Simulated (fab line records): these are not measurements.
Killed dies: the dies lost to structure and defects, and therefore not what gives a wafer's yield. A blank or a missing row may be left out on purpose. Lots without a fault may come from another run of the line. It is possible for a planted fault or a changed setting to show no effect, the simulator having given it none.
fab line records    flow nand_harc
[record] lots = 24  wafers = 72  last_day = 33
route steps=1302 shown A_CONTACT@1090 A_M0@1147 A_M1@1189
lots that met no fault: from a run of the same line without faults
start_h: the number of hours between the record's first day and the start of the first shown wafer of the lot    wait_h: how many hours have passed since the lot's step before this one    " unchanged from the row above    L1.1+2: one row covering several wafers at once    - either no value or no given start    * or withheld: withheld    < > ~ a bound
route shown NAME@n: NAME is a module with steps in the file, n the number in the route of the first one    usual: mean/standard deviation of fault-free wafers    same: alike in all rows    chamber/n: place in a boat    sites: readings site by site    _std_site: their standard deviation    _edge_site: inner sites' mean taken away from outer sites' mean    radius_mm: how far each site lies from the wafer's centre    mask NAME#n: copy n    behind: the last tool/chamber to shape the wafer    hold: why the lot went on hold/how many hours it stayed there/how the hold came to an end    device: whichever transistor did not switch (one of n, p or np)    end of line: tests of these same wafers at the route's end    a step with no rows: only its recipe    killed: at the first sort, the dies lost to defects and structure; wafer yield is something else    map: dies across one wafer; x = killed, . = not, _ = none there
set.NAME: the setting that was run; set.NAME@STEP: the one run at that earlier step    model.NAME: the simulator's own value behind a step, which no gauge read
one table for each step of the route and one row for each wafer, over a sample of lots
services: from which hour (start_h, from the record's first day; less than 0 if before it) a tool's chamber was out of use, for how many hours, and why
[[steps]]
[step NHARC_A_CONTACT_ETCH_138]
[recipe] source_w = withheld  pressure_mtorr = 20  bias_v = 1200  time_s = 311  target_depth_a = 19140  ar_flow_sccm = withheld  c4f8_flow_sccm = withheld  o2_flow_sccm = withheld  chemistry = C4F8/O2/Ar
lot.wafer  tool             chamber  start_h  wait_h  rf_hours_counter_h
L076.1     har_cap_etch-01  1        521.42   0.2     3
L076.2     "                0        "        "       3
L076.4     "                1        "        "       -
L074.1     har_cap_etch-03  0        522.45   0.2     45
L074.6     "                1        "        "       -
L074.5     "                0        "        "       -
L075.2     har_cap_etch-01  1        534.22   0.2     6
L075.4     "                1        "        "       -
L075.5     "                1        "        "       -
L077.3     har_cap_etch-03  0        536.30   0.2     -
L077.4     "                1        "        "       -
L077.5     "                0        "        "       -
L078.1     har_cap_etch-02  1        545.38   0.2     97
L078.3     "                0        "        "       -
L078.4     "                1        "        "       -
L079.1     har_cap_etch-01  0        569.06   0.4     11
L079.2     "                1        "        "       11
L079.3     "                0        "        "       -
L080.2     har_cap_etch-03  0        575.39   0.2     54
L080.3     "                0        "        "       -
L080.5     "                1        "        "       -
L081.3     har_cap_etch-01  0        593.04   0.2     -
L081.6     "                0        "        "       -
L081.5     "                1        "        "       -
L082.2     har_cap_etch-02  1        606.04   0.3     106
L082.4     "                1        "        "       -
L082.5     "                1        "        "       -
L083.2     har_cap_etch-01  0        607.30   0.2     18
L083.3     "                0        "        "       -
L083.6     "                1        "        "       -
L086.2     har_cap_etch-02  1        627.21   0.2     112
L086.5     "                1        "        "       -
L086.6     "                0        "        "       -
L084.3     har_cap_etch-03  1        627.87   0.4     -
L084.5     "                0        "        "       -
L084.6     "                1        "        "       -
L087.3     har_cap_etch-01  1        631.96   0.2     -
L087.5     "                1        "        "       -
L087.6     "                0        "        "       -
L085.4     har_cap_etch-02  1        633.40   0.2     -
L085.3     "                0        "        "       -
L085.5     "                1        "        "       -
L088.1     har_cap_etch-03  1        654.63   0.2     71
L088.3     "                1        "        "       -
L088.6     "                1        "        "       -
L089.1     har_cap_etch-01  0        659.01   0.2     28
L089.4     "                0        "        "       -
L089.5     "                1        "        "       -
L090.2     har_cap_etch-03  0        665.38   0.2     72
L090.3     "                1        "        "       -
L090.6     "                1        "        "       -
L091.3     har_cap_etch-02  0        688.44   0.2     -
L091.4     "                1        "        "       -
L091.5     "                0        "        "       -
L092.2     har_cap_etch-02  1        693.66   0.2     124
L092.1     "                0        "        "       124
L092.5     "                1        "        "       -
L093.1     har_cap_etch-01  0        701.28   0.2     35
L093.6     "                1        "        "       -
L093.5     "                0        "        "       -
L094.1     har_cap_etch-03  1        708.24   0.2     79
L094.2     "                0        "        "       79
L094.5     "                1        "        "       -
L096.2     har_cap_etch-02  1        720.47   0.2     130
L096.3     "                1        "        "       -
L096.4     "                0        "        "       -
L095.2     har_cap_etch-01  1        723.82   0.2     41
L095.4     "                1        "        "       -
L095.5     "                0        "        "       -
L097.2     har_cap_etch-02  0        740.92   0.2     133
L097.3     "                1        "        "       -
L097.6     "                0        "        "       -
[step NHARC_A_M0_CD_MEAS_09]
[recipe] target_cd_nm = 80  landing_energy_ev = 500
[usual] cd_nm = 79.7/0.8
lot.wafer  tool       chamber  start_h  wait_h  cd_nm
L076.1     cd_sem-02  0        529.37   -       80.2
L076.2     "          0        "        "       79.5
L076.4     "          0        "        "       79.1
L074.1     cd_sem-02  0        530.57   -       79.3
L074.5     "          0        "        "       78.4
L074.6     "          0        "        "       79.3
L075.2     cd_sem-03  0        543.32   -       79.4
L075.4     "          0        "        "       80.6
L075.5     "          0        "        "       79.5
L077.3     cd_sem-01  0        544.67   -       79.1
L077.4     "          0        "        "       80.2
L077.5     "          0        "        "       80.0
L078.1     cd_sem-02  0        553.47   -       80.2
L078.3     "          0        "        "       79.2
L078.4     "          0        "        "       81.4
L079.1     cd_sem-02  0        577.59   -       81.4
L079.2     "          0        "        "       80.3
L079.3     "          0        "        "       81.0
L080.2     cd_sem-01  0        583.33   -       79.7
L080.3     "          0        "        "       77.8
L080.5     "          0        "        "       78.2
L081.3     cd_sem-02  0        601.23   -       79.6
L081.5     "          0        "        "       79.5
L081.6     "          0        "        "       79.4
L082.2     cd_sem-03  0        614.48   -       79.1
L082.4     "          0        "        "       78.5
L082.5     "          0        "        "       79.1
L083.2     cd_sem-03  0        618.73   -       79.8
L083.3     "          0        "        "       79.5
L083.6     "          0        "        "       79.6
L086.2     cd_sem-01  0        635.39   -       79.5
L086.5     "          0        "        "       79.7
L086.6     "          0        "        "       80.5
L084.3     cd_sem-01  0        636.73   -       80.1
L084.5     "          0        "        "       78.8
L084.6     "          0        "        "       78.3
L087.3     cd_sem-02  0        639.82   -       79.2
L087.5     "          0        "        "       78.6
L087.6     "          0        "        "       79.3
L085.3     cd_sem-02  0        641.33   -       78.2
L085.4     "          0        "        "       78.2
L085.5     "          0        "        "       79.4
L088.1     cd_sem-03  0        662.52   -       80.5
L088.3     "          0        "        "       80.4
L088.6     "          0        "        "       80.2
L089.1     cd_sem-02  0        667.30   -       80.5
L089.4     "          0        "        "       79.8
L089.5     "          0        "        "       80.6
L090.2     cd_sem-03  0        675.75   -       79.4
L090.3     "          0        "        "       78.3
L090.6     "          0        "        "       80.2
L091.3     cd_sem-01  0        697.22   -       80.9
L091.4     "          0        "        "       80.8
L091.5     "          0        "        "       80.5
L092.1     cd_sem-03  0        701.79   -       79.5
L092.2     "          0        "        "       80.2
L092.5     "          0        "        "       79.5
L093.1     cd_sem-03  0        709.17   -       80.0
L093.5     "          0        "        "       80.3
L093.6     "          0        "        "       80.6
L094.1     cd_sem-01  0        716.99   -       81.0
L094.2     "          0        "        "       79.7
L094.5     "          0        "        "       80.3
L096.2     cd_sem-03  0        729.46   -       80.3
L096.3     "          0        "        "       80.2
L096.4     "          0        "        "       80.1
L095.2     cd_sem-01  0        731.82   -       79.0
L095.4     "          0        "        "       78.7
L095.5     "          0        "        "       79.9
L097.2     cd_sem-02  0        750.45   -       80.1
L097.3     "          0        "        "       80.7
L097.6     "          0        "        "       79.8
[step NHARC_A_M0_ETCH_15]
[recipe] target_depth_a = 1500  overetch_a = 150  time_s = 82.5  c4f8_flow_sccm = withheld  ar_flow_sccm = 400  rf_w = 600  bias_w = 300  chemistry = C4F8/Ar
[usual] oes_product_au = 0.943/0.024  rf_vpp_V = 441.3/1.8
lot.wafer  tool         chamber  start_h  wait_h  oes_product_au  rf_hours_counter_h  rf_vpp_V
L076.4     rie_diel-10  1        -        -       0.921           4.5                 441.7
L076.2     "            3        "        "       0.920           4.8                 441.9
L076.1     "            0        "        "       0.919           4.7                 439.3
L074.1     rie_diel-10  3        -        -       0.916           4.8                 444.3
L074.5     "            3        "        "       0.916           -                   443.4
L074.6     "            0        "        "       0.920           -                   441.8
L075.2     rie_diel-05  3        -        -       0.939           6.9                 440.7
L075.4     "            2        "        "       0.918           6.3                 440.6
L075.5     "            3        "        "       0.939           -                   441.8
L077.4     rie_diel-05  0        -        -       0.908           7.7                 441.5
L077.3     "            2        "        "       0.917           6.4                 440.9
L077.5     "            1        "        "       0.919           -                   438.4
L078.4     rie_diel-05  3        -        -       0.941           7.3                 442.7
L078.1     "            0        "        "       0.916           8.2                 441.2
L078.3     "            1        "        "       0.930           7.6                 438.0
L079.1     rie_diel-07  1        -        -       0.916           4.9                 440.0
L079.3     "            3        "        "       0.932           5.4                 439.6
L079.2     "            0        "        "       0.912           5.8                 441.6
L080.2     rie_diel-10  0        -        -       0.956           7.9                 440.6
L080.3     "            2        "        "       0.970           7.7                 440.4
L080.5     "            3        "        "       0.963           -                   442.0
L081.3     rie_diel-05  3        -        -       0.976           0.3                 439.7
L081.6     "            0        "        "       0.971           -                   440.7
L081.5     "            1        "        "       0.990           -                   436.9
L082.2     rie_diel-07  1        -        -       0.970           7.0                 440.3
L082.4     "            2        "        "       0.968           8.8                 444.5
L082.5     "            0        "        "       0.967           -                   441.4
L083.2     rie_diel-10  3        -        -       0.978           0.6                 443.5
L083.3     "            0        "        "       0.943           0.7                 441.2
L083.6     "            1        "        "       0.944           -                   441.5
L086.2     rie_diel-07  0        -        -       0.916           10.0                441.3
L086.6     "            1        "        "       0.970           -                   440.8
L086.5     "            2        "        "       0.925           -                   447.1
L084.3     rie_diel-10  3        -        -       0.950           1.2                 443.7
L084.5     "            0        "        "       0.936           -                   440.0
L084.6     "            1        "        "       0.959           -                   441.7
L087.3     rie_diel-10  3        -        -       0.976           1.2                 442.1
L087.5     "            1        "        "       0.952           -                   441.5
L087.6     "            2        "        "       0.951           -                   440.1
L085.4     rie_diel-10  1        -        -       0.976           1.6                 442.1
L085.3     "            2        "        "       0.973           1.3                 441.8
L085.5     "            1        "        "       0.968           -                   442.7
L088.3     rie_diel-10  3        -        -       0.960           2.4                 443.7
L088.1     "            2        "        "       0.948           2.5                 440.6
L088.6     "            3        "        "       0.966           -                   443.5
L089.4     rie_diel-10  1        -        -       0.944           3.3                 442.1
L089.1     "            2        "        "       0.964           2.9                 439.8
L089.5     "            3        "        "       0.977           -                   445.5
L090.3     rie_diel-10  0        -        -       0.963           3.5                 440.2
L090.2     "            1        "        "       0.973           3.5                 442.9
L090.6     "            0        "        "       0.963           -                   440.6
L091.4     rie_diel-10  3        -        -       0.926           3.6                 442.5
L091.3     "            0        "        "       0.905           4.4                 440.1
L091.5     "            0        "        "       0.914           -                   439.1
L092.2     rie_diel-10  0        -        -       0.914           4.7                 441.8
L092.1     "            3        "        "       0.928           4.0                 441.6
L092.5     "            0        "        "       0.906           -                   439.5
L093.1     rie_diel-10  0        -        -       0.906           4.8                 440.8
L093.6     "            3        "        "       0.925           -                   443.9
L093.5     "            0        "        "       0.902           -                   439.6
L094.2     rie_diel-10  3        -        -       0.964           4.2                 441.3
L094.1     "            0        "        "       0.945           5.0                 440.2
L094.5     "            2        "        "       0.965           -                   441.3
L096.3     rie_diel-07  3        -        -       0.984           3.6                 439.5
L096.4     "            0        "        "       0.957           4.3                 440.2
L096.2     "            1        "        "       0.973           3.4                 440.4
L095.4     rie_diel-10  2        -        -       0.947           5.5                 440.1
L095.2     "            1        "        "       0.960           6.1                 442.7
L095.5     "            2        "        "       0.956           -                   441.7
L097.3     rie_diel-10  2        -        -       0.929           7.3                 442.1
L097.2     "            0        "        "       0.910           7.1                 441.2
L097.6     "            1        "        "       0.918           -                   441.7
[step NHARC_A_M0_ANNEAL_30]
[recipe] temp_c = 225  time_s = 90
[usual] wafer_temp_C_max = 226.4/0.36
lot.wafer  tool           chamber  start_h  wait_h  wafer_temp_C_max
L076.1     rtp_anneal-01  0        531.21   -       226.8
L076.2     "              0        "        "       226.8
L076.4     "              0        "        "       226.2
L074.1     rtp_anneal-01  0        532.41   -       226.7
L074.5     "              0        "        "       226.2
L074.6     "              0        "        "       227.1
L075.2     rtp_anneal-02  0        545.22   -       226.0
L075.4     "              0        "        "       226.0
L075.5     "              0        "        "       226.2
L077.3     rtp_anneal-01  0        546.61   -       226.6
L077.4     "              0        "        "       226.1
L077.5     "              0        "        "       226.5
L078.1     rtp_anneal-01  0        555.31   -       226.5
L078.3     "              0        "        "       227.0
L078.4     "              0        "        "       226.4
L079.1     rtp_anneal-01  0        579.46   0.3     226.6
L079.2     "              0        "        "       226.0
L079.3     "              0        "        "       226.4
L080.2     rtp_anneal-01  0        585.22   -       226.1
L080.3     "              0        "        "       226.3
L080.5     "              0        "        "       226.2
L081.3     rtp_anneal-02  0        603.17   0.3     226.4
L081.5     "              0        "        "       226.6
L081.6     "              0        "        "       226.0
L082.2     rtp_anneal-02  0        616.36   -       225.8
L082.4     "              0        "        "       225.8
L082.5     "              0        "        "       225.9
L083.2     rtp_anneal-02  0        620.62   0.4     226.3
L083.3     "              0        "        "       226.2
L083.6     "              0        "        "       226.1
L086.2     rtp_anneal-01  0        637.37   0.4     226.6
L086.5     "              0        "        "       226.5
L086.6     "              0        "        "       226.0
L084.3     rtp_anneal-01  0        638.66   -       226.8
L084.5     "              0        "        "       226.3
L084.6     "              0        "        "       226.4
L087.3     rtp_anneal-01  0        641.88   -       226.7
L087.5     "              0        "        "       226.0
L087.6     "              0        "        "       226.2
L085.3     rtp_anneal-01  0        643.29   0.3     226.5
L085.4     "              0        "        "       227.1
L085.5     "              0        "        "       226.8
L088.1     rtp_anneal-02  0        664.64   0.3     226.3
L088.3     "              0        "        "       225.8
L088.6     "              0        "        "       226.1
L089.1     rtp_anneal-01  0        669.14   0.3     226.6
L089.4     "              0        "        "       227.0
L089.5     "              0        "        "       226.6
L090.2     rtp_anneal-01  0        677.64   0.3     226.6
L090.3     "              0        "        "       226.5
L090.6     "              0        "        "       226.3
L091.3     rtp_anneal-01  0        699.20   -       226.2
L091.4     "              0        "        "       226.3
L091.5     "              0        "        "       227.1
L092.1     rtp_anneal-02  0        703.64   0.3     226.3
L092.2     "              0        "        "       226.0
L092.5     "              0        "        "       226.4
L093.1     rtp_anneal-01  0        711.03   -       226.7
L093.5     "              0        "        "       226.5
L093.6     "              0        "        "       226.5
L094.1     rtp_anneal-02  0        718.84   0.3     226.1
L094.2     "              0        "        "       226.8
L094.5     "              0        "        "       226.4
L096.2     rtp_anneal-02  0        731.35   0.3     225.8
L096.3     "              0        "        "       225.8
L096.4     "              0        "        "       226.1
L095.2     rtp_anneal-01  0        733.71   0.4     227.4
L095.4     "              0        "        "       226.4
L095.5     "              0        "        "       226.3
L097.2     rtp_anneal-01  0        752.85   -       226.0
L097.3     "              0        "        "       226.7
L097.6     "              0        "        "       226.6
[step NHARC_A_M1_DEGAS_29]
[recipe] temp_c = 250  time_s = 60
[usual] heater_power_w = 345/36  susceptor_temp_C = 250.01/0.18
lot.wafer  tool            chamber  start_h  wait_h  heater_power_w  susceptor_temp_C
L076.4     pvd_sputter-02  -        534.51   -       393             249.94
L076.2     "               -        "        "       360             250.04
L076.1     "               -        "        "       342             250.12
L074.1     pvd_sputter-01  -        535.83   -       344             250.34
L074.5     "               -        "        "       314             250.04
L074.6     "               -        "        "       345             249.81
L075.2     pvd_sputter-02  -        548.55   -       344             249.93
L075.4     "               -        "        "       352             249.97
L075.5     "               -        "        "       387             249.96
L077.4     pvd_sputter-02  -        550.37   -       398             250.06
L077.3     "               -        "        "       350             249.96
L077.5     "               -        "        "       358             249.58
L078.3     pvd_sputter-03  -        558.58   -       289             249.84
L078.4     "               -        "        "       346             249.91
L078.1     "               -        "        "       281             250.20
L079.2     pvd_sputter-02  -        582.74   -       359             250.18
L079.3     "               -        "        "       401             250.07
L079.1     "               -        "        "       359             249.83
L080.2     pvd_sputter-03  -        588.57   -       281             250.07
L080.3     "               -        "        "       293             250.22
L080.5     "               -        "        "       283             250.17
L081.3     pvd_sputter-03  -        606.66   -       372             250.00
L081.5     "               -        "        "       340             249.90
L081.6     "               -        "        "       378             249.94
L082.2     pvd_sputter-02  -        619.64   -       357             249.93
L082.4     "               -        "        "       350             249.97
L082.5     "               -        "        "       347             250.13
L083.3     pvd_sputter-02  -        624.49   -       347             250.01
L083.2     "               -        "        "       346             249.90
L083.6     "               -        "        "       353             249.94
L086.2     pvd_sputter-03  -        640.73   -       354             249.94
L086.6     "               -        "        "       343             249.79
L086.5     "               -        "        "       374             250.10
L084.3     pvd_sputter-01  -        641.87   -       348             -
L084.6     "               -        "        "       336             -
L084.5     "               -        "        "       323             -
L087.3     pvd_sputter-03  -        645.12   -       377             249.98
L087.6     "               -        "        "       285             250.06
L087.5     "               -        "        "       345             250.25
L085.3     pvd_sputter-03  -        646.61   -       286             250.39
L085.4     "               -        "        "       292             249.75
L085.5     "               -        "        "       288             250.10
L088.3     pvd_sputter-03  -        668.07   -       374             250.06
L088.1     "               -        "        "       282             249.98
L088.6     "               -        "        "       287             249.86
L089.1     pvd_sputter-01  -        672.59   -       304             249.81
L089.4     "               -        "        "       347             250.20
L089.5     "               -        "        "       314             249.91
L090.3     pvd_sputter-02  -        681.26   -       345             249.54
L090.2     "               -        "        "       368             250.09
L090.6     "               -        "        "       342             249.58
L091.4     pvd_sputter-03  -        702.54   -       350             249.76
L091.3     "               -        "        "       374             250.38
L091.5     "               -        "        "       291             249.87
L092.1     pvd_sputter-02  -        707.10   -       419             249.92
L092.2     "               -        "        "       339             250.01
L092.5     "               -        "        "       369             250.09
L093.1     pvd_sputter-03  -        714.31   -       384             -
L093.5     "               -        "        "       310             -
L093.6     "               -        "        "       346             -
L094.2     pvd_sputter-02  -        722.14   -       363             250.13
L094.1     "               -        "        "       359             249.80
L094.5     "               -        "        "       344             250.17
L096.3     pvd_sputter-02  -        734.73   -       415             249.68
L096.4     "               -        "        "       350             249.94
L096.2     "               -        "        "       362             250.03
L095.2     pvd_sputter-02  -        737.04   -       367             249.87
L095.4     "               -        "        "       409             250.24
L095.5     "               -        "        "       378             250.04
L097.3     pvd_sputter-01  -        756.14   -       309             250.18
L097.2     "               -        "        "       353             249.96
L097.6     "               -        "        "       322             250.18
[step NHARC_A_M1_PRE_CLEAN_30]
[recipe] time_s = 30  temp_c = 280  gas = H2/He
[usual] heater_power_w = 421/44  susceptor_temp_C = 280.00/0.17
lot.wafer  tool            chamber  start_h  wait_h  heater_power_w  susceptor_temp_C
L076.4     pvd_sputter-02  -        -        -       431             279.88
L076.1     "               -        "        "       485             280.04
L076.2     "               -        "        "       420             279.88
L074.1     pvd_sputter-01  -        -        -       376             280.07
L074.6     "               -        "        "       388             279.91
L074.5     "               -        "        "       404             280.08
L075.4     pvd_sputter-02  -        -        -       419             280.24
L075.2     "               -        "        "       426             279.93
L075.5     "               -        "        "       479             279.80
L077.3     pvd_sputter-02  -        -        -       428             -
L077.4     "               -        "        "       485             -
L077.5     "               -        "        "       432             -
L078.1     pvd_sputter-03  -        -        -       343             279.88
L078.3     "               -        "        "       358             279.94
L078.4     "               -        "        "       427             279.72
L079.2     pvd_sputter-02  -        -        -       413             -
L079.3     "               -        "        "       431             -
L079.1     "               -        "        "       424             -
L080.2     pvd_sputter-03  -        -        -       461             -
L080.3     "               -        "        "       348             -
L080.5     "               -        "        "       424             -
L081.3     pvd_sputter-03  -        -        -       360             -
L081.5     "               -        "        "       425             -
L081.6     "               -        "        "       449             -
L082.4     pvd_sputter-02  -        -        -       493             -
L082.2     "               -        "        "       422             -
L082.5     "               -        "        "       420             -
L083.3     pvd_sputter-02  -        -        -       434             279.76
L083.2     "               -        "        "       488             279.93
L083.6     "               -        "        "       435             279.88
L086.2     pvd_sputter-03  -        -        -       415             279.92
L086.5     "               -        "        "       341             280.01
L086.6     "               -        "        "       351             280.08
L084.3     pvd_sputter-01  -        -        -       396             280.15
L084.6     "               -        "        "       374             279.74
L084.5     "               -        "        "       436             279.89
L087.3     pvd_sputter-03  -        -        -       352             279.91
L087.5     "               -        "        "       350             279.96
L087.6     "               -        "        "       367             280.11
L085.3     pvd_sputter-03  -        -        -       351             -
L085.4     "               -        "        "       421             -
L085.5     "               -        "        "       451             -
L088.3     pvd_sputter-03  -        -        -       346             279.94
L088.1     "               -        "        "       353             280.20
L088.6     "               -        "        "       342             279.82
L089.1     pvd_sputter-01  -        -        -       387             280.00
L089.4     "               -        "        "       376             279.97
L089.5     "               -        "        "       413             280.07
L090.3     pvd_sputter-02  -        -        -       450             280.22
L090.2     "               -        "        "       515             279.61
L090.6     "               -        "        "       451             280.07
L091.3     pvd_sputter-03  -        -        -       355             279.92
L091.4     "               -        "        "       357             279.74
L091.5     "               -        "        "       454             279.88
L092.1     pvd_sputter-02  -        -        -       446             280.13
L092.2     "               -        "        "       512             280.01
L092.5     "               -        "        "       432             280.15
L093.1     pvd_sputter-03  -        -        -       331             279.90
L093.5     "               -        "        "       474             280.04
L093.6     "               -        "        "       322             279.80
L094.2     pvd_sputter-02  -        -        -       457             280.22
L094.1     "               -        "        "       509             280.16
L094.5     "               -        "        "       440             280.12
L096.3     pvd_sputter-02  -        -        -       441             280.03
L096.4     "               -        "        "       502             280.24
L096.2     "               -        "        "       429             280.18
L095.2     pvd_sputter-02  -        -        -       452             280.07
L095.4     "               -        "        "       516             279.80
L095.5     "               -        "        "       416             279.86
L097.3     pvd_sputter-01  -        -        -       431             280.13
L097.2     "               -        "        "       393             279.65
L097.6     "               -        "        "       434             280.16
[[services]]
tool             chamber  start_h  hours  kind
rie_diel-10      0        502.00   -      clean
rie_diel-10      1        502.00   -      clean
har_cap_etch-03  -        508.19   0.8    repair
pvd_sputter-03   -        526.03   10.0   pm
pvd_sputter-01   -        536.02   0.6    repair
rie_diel-07      1        556.48   6.9    repair
pvd_sputter-01   -        582.00   10.0   pm
rie_diel-05      -        583.60   9.0    pm
rie_diel-10      -        596.50   9.0    pm
pvd_sputter-02   -        638.00   10.0   pm
rie_diel-07      -        648.22   9.0    pm
rie_diel-05      1        662.29   4.7    repair
pvd_sputter-01   -        687.57   7.6    repair
rie_diel-05      1        693.37   6.4    repair
rie_diel-10      -        694.41   0.3    repair
rtp_anneal-01    -        701.46   1.1    repair
pvd_sputter-03   -        704.03   10.0   pm
har_cap_etch-02  -        710.27   0.4    repair
rie_diel-10      3        717.42   5.0    repair
pvd_sputter-03   -        733.46   1.7    repair
rie_diel-07      3        735.58   6.3    repair
har_cap_etch-02  -        739.58   0.1    repair
rtp_anneal-02    -        744.30   12.0   pm
har_cap_etch-02  -        754.00   17.0   pm
[[key]]
fault none
